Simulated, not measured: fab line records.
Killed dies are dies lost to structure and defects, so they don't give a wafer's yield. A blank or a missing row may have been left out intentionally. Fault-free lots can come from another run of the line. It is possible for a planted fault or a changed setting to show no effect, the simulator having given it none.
Matching of chambers	flow nand harc	NHARC_P_M0_STRIP_18 on rie diel-12: 4 sister chambers
The step strips in N2/H2. 8 wafers are shown with their chamber, then 9 later ones without.

## WAFERS PAIRED WITH THEIR CHAMBERS
wafer	chamber	drypump motor current A (A)	throttle valve pct (%)
L086.3	3	6.0	14.174
L087.2	3	5.9	14.158
L087.4	0	6.5	14.187
L093.3	2	5.4	14.163
L093.5	2	5.4	14.157
L094.3	1	5.2	14.185
L094.4	0	6.5	14.172
L094.6	1	5.2	14.196

## WAFERS WITHOUT THEIR CHAMBER
wafer	drypump motor current A (A)	throttle valve pct (%)
L095.1	6.5	14.178
L095.2	5.9	14.172
L095.3	5.4	14.157
L095.4	5.2	14.163
L095.5	5.2	14.183
L095.6	5.4	14.188
L097.1	6.0	14.179
L097.3	5.2	14.174
L097.4	5.4	14.172

## THE CHAMBER EACH PASSED THROUGH
wafer	from the rows above	in truth
L095.1	0	0
L095.2	3	3
L095.3	2	2
L095.4	1	1
L095.5	1	1
L095.6	2	2
L097.1	3	3
L097.3	1	1
L097.4	2	2
Placed correctly: 9 of 9. Not placeable from these rows: 0. Number placed wrongly: 0.
How it was worked out, from the rows above alone: a wafer's distance from a chamber is the root of the sum, over the readings, of the square of ((its reading less the chamber's mean) divided by the reading's scatter). The wafer belongs to the nearest chamber; if the next one is less than 2 further off, it can't be placed. For every chamber, the mean is computed from those of its wafers that are shown. The scatter is the square root of a quotient: the sum, over the shown wafers, of each reading's squared deviation from its chamber's mean, divided by wafers minus chambers.
